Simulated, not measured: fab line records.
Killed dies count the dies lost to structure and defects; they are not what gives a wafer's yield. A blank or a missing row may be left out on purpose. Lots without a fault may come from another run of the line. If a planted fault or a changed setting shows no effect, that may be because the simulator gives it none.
Which of the tools did it? ; flow n5 finfet ; 10 lots, 30 wafers sampled, at 4 steps of a route of 1938

== WHAT THE GAUGES READ, wafer by wafer ==
Not one reading of a measure or inspect step in the record can be checked against a usual standard deviation.

== TOOL THAT RAN EACH LOT (tool first, then ch and the chambers of the sampled wafers, then the start) ==
lot;N5_BEOL_M7_DESCUM_16;N5_BEOL_M7_STRIP_19;N5_BEOL_M7_ETCH_41;N5_BEOL_M7_CURE_75
L582;rie diel-04 ch 2,3, day 12 02:02;rie diel-06 ch 1,2, day 12 02:25;rie diel-06 ch 0,3, day 12 04:50;uv cure-03 ch 1, day 12 05:13
L584;rie diel-04 ch 0,1,3, day 13 00:37;rie diel-04 ch 0,2,3, day 13 01:01;rie diel-06 ch 0,1,3, day 13 02:47;uv cure-01 ch 1, day 13 03:09
L585;rie diel-04 ch 0,1,2, day 13 03:59;rie diel-04 ch 1,3, day 13 04:22;rie diel-04 ch 0,1, day 13 07:32;uv cure-02 ch 1, day 13 07:58
L587;rie diel-06 ch 1,2, day 13 22:34;rie diel-06 ch 0,3, day 13 22:57;rie diel-04 ch 0,1, day 14 02:58;uv cure-03 ch 2, day 14 03:24
L588;rie diel-06 ch 0,2,3, day 14 08:38;rie diel-06 ch 0,1,2, day 14 09:01;rie diel-04 ch 1,2, day 14 10:18;uv cure-01 ch 1, day 14 10:39
L591;rie diel-04 ch 0,1,2, day 14 11:46;rie diel-04 ch 0,2, day 14 12:14;rie diel-06 ch 0,1,3, day 14 14:28;uv cure-03 ch 1, day 14 14:53
L580;rie diel-04 ch 1,2,3, day 14 22:10;rie diel-06 ch 1,3, day 14 22:40;rie diel-06 ch 0,1, day 15 00:26;uv cure-02 ch 0, day 15 00:51
L594;rie diel-06 ch 0,1,3, day 15 04:34;rie diel-06 ch 0,1, day 15 05:56;rie diel-04 ch 0,1,2, day 15 07:58;uv cure-02 ch 0, day 15 08:20
L599;rie diel-06 ch 2,3, day 16 10:17;rie diel-04 ch 1,2,3, day 16 10:53;rie diel-02 ch 1,2, day 16 14:25;uv cure-01 ch 1, day 16 14:47
L600;rie diel-06 ch 0,3, day 16 15:18;rie diel-04 ch 2,3, day 16 15:41;rie diel-06 ch 0,1,2, day 16 18:16;uv cure-03 ch 2, day 16 18:38
- N5_BEOL_M7_DESCUM_16: chemistry O2, time 7.9 s.
- N5_BEOL_M7_STRIP_19: strips in O2.
- N5_BEOL_M7_ETCH_41: etches SiCN in CH3F/O2, target depth 31.9 nm, time 57.8 s.
- N5_BEOL_M7_CURE_75: cures SiCOH lowk, time 120 s.

== WHAT THE TOOLS THEMSELVES READ (means of the sampled wafers that have a number; where no wafer has one, the mark that the record gives instead) ==
N5_BEOL_M7_DESCUM_16. Usual: drypump motor current A 5.5 A, standard deviation 0.38; oes product au 0.80 a.u., standard deviation 0.1; rf fwd power W 49.46 W, standard deviation 0.22; rf vpp V 243.0 V, standard deviation 1.6; showerhead plenum p Torr 2.09 Torr, standard deviation 0.082; throttle valve pct 20.46 %, standard deviation 0.26.
lot;tool;drypump motor current A (A);oes product au (a.u.);rf fwd power W (W);rf vpp V (V);showerhead plenum p Torr (Torr);throttle valve pct (%);flag
L582;rie diel-04;5.5;0.68;49.22;244.1;2.09;20.61;
L584;rie diel-04;5.9;0.84;49.30;243.7;2.12;20.40;
L585;rie diel-04;5.8;0.85;49.53;243.7;2.16;20.39;
L587;rie diel-06;5.4;0.70;49.56;243.5;2.10;20.49;
L588;rie diel-06;5.1;0.73;49.47;241.9;2.07;20.63;
L591;rie diel-04;5.8;0.83;49.43;243.9;2.15;20.39;
L580;rie diel-04;5.7;0.86;49.16;244.8;2.15;20.37;
L594;rie diel-06;5.3;0.73;49.35;241.9;2.01;20.58;
L599;rie diel-06;5.3;0.79;49.56;242.1;2.05;20.75;
L600;rie diel-06;5.0;0.77;49.49;242.8;2.03;20.58;

N5_BEOL_M7_STRIP_19. Usual: drypump motor current A 5.5 A, standard deviation 0.39; oes product au 0.79 a.u., standard deviation 0.1; rf vpp V 3.7 V, standard deviation 0.61; showerhead plenum p Torr 2.10 Torr, standard deviation 0.084; throttle valve pct 16.69 %, standard deviation 0.25.
lot;tool;drypump motor current A (A);oes product au (a.u.);rf vpp V (V);showerhead plenum p Torr (Torr);throttle valve pct (%);flag
L582;rie diel-06;5.5;0.72;3.6;2.05;16.70;
L584;rie diel-04;5.5;0.75;4.3;2.10;16.77;
L585;rie diel-04;5.9;0.77;4.1;2.11;16.75;
L587;rie diel-06;5.2;0.74;3.5;2.03;16.96;
L588;rie diel-06;5.3;0.73;3.9;2.06;16.68;
L591;rie diel-04;5.6;0.80;4.0;2.10;16.66;
L580;rie diel-06;5.4;0.70;3.7;2.00;17.03;
L594;rie diel-06;5.4;0.73;3.7;2.00;16.64;
L599;rie diel-04;5.7;0.82;3.7;2.15;16.61;
L600;rie diel-04;5.5;0.84;3.7;2.09;16.61;

N5_BEOL_M7_ETCH_41. Usual: CH3F_flow_sccm 30.02 sccm, standard deviation 0.094; drypump motor current A 5.5 A, standard deviation 0.39; oes product au 0.80 a.u., standard deviation 0.11; rf fwd power W 392.0 W, standard deviation 1.2; rf vpp V 296.8 V, standard deviation 1.7; showerhead plenum p Torr 1.99 Torr, standard deviation 0.085; throttle valve pct 16.31 %, standard deviation 0.28.
lot;tool;CH3F_flow_sccm (sccm);drypump motor current A (A);oes product au (a.u.);rf fwd power W (W);rf vpp V (V);showerhead plenum p Torr (Torr);throttle valve pct (%);flag
L582;rie diel-06;30.05;5.0;0.79;393.5;296.4;1.94;16.30;
L584;rie diel-06;30.01;5.3;0.76;392.2;295.1;1.92;16.40;
L585;rie diel-04;30.07;6.1;0.94;391.8;298.2;2.09;16.11;
L587;rie diel-04;29.94;6.0;0.88;393.2;297.4;2.02;16.11;
L588;rie diel-04;30.04;5.9;0.83;360.9;308.8;2.13;16.28;OFF
L591;rie diel-06;29.99;5.3;0.74;391.8;294.8;1.92;16.43;
L580;rie diel-06;30.02;5.4;0.74;392.8;295.5;1.92;16.32;
L594;rie diel-04;30.06;5.7;0.80;361.6;306.7;2.06;16.28;OFF
L599;rie diel-02;30.05;5.9;0.77;391.9;295.9;1.92;16.05;
L600;rie diel-06;30.02;5.3;0.91;392.2;298.9;2.05;16.03;

N5_BEOL_M7_CURE_75. Usual: lamp power pct 52.31 %, standard deviation 0.055; wafer_temp_C_max 371.5, standard deviation 0.46.
lot;tool;lamp power pct (%);wafer_temp_C_max;flag
L582;uv cure-03;52.30;372.1;
L584;uv cure-01;52.28;371.3;
L585;uv cure-02;52.29;371.2;
L587;uv cure-03;52.26;371.6;
L588;uv cure-01;52.33;371.1;
L591;uv cure-03;52.33;372.0;
L580;uv cure-02;52.32;372.0;
L594;uv cure-02;52.32;371.6;
L599;uv cure-01;52.22;371.6;
L600;uv cure-03;52.26;371.3;

== THE ANSWER, worked out from the rows above alone ==
Rule: a lot counts as off when the mean over its wafers that have a number is more than 3 standard deviations away from the usual mean. Also off: a lot with no number at a reading for which 4 or more lots have one. All remaining lots with rows at the step are treated as sound. The gauges are gone through in route order, then the tools' own readings, and for those a lot's mean is taken as printed above. The first step at which some lot is off is used, and at that step the reading that is off furthest; a lot without a number counts as furthest.
Off: L588, L594, at N5_BEOL_M7_ETCH_41 (rf fwd power W).
A tool fits if, at that step or a process step before it, it ran every lot that is off, and no sound lot after the first of them. One candidate fits, namely rie diel-04 at N5_BEOL_M7_ETCH_41. A fault onset in the window from L587 (day 14 02:58, its last sound lot) to L588 (day 14 10:18, its first lot off) fits.
The tool's own readings at N5_BEOL_M7_ETCH_41 bear it out: on the lots that are off they differ by more than 5 times the standard deviation of the sound lots' means. rf fwd power W reads 361.2 W there against 392.4 W on the sound lots; rf vpp V reads 307.8 V there against 296.5 V on the sound lots.

== WHAT WAS PUT IN BY THE SIMULATOR ==
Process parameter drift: rie diel-04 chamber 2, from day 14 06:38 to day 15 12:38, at N5_BEOL_M7_ETCH_41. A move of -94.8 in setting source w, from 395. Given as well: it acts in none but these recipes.
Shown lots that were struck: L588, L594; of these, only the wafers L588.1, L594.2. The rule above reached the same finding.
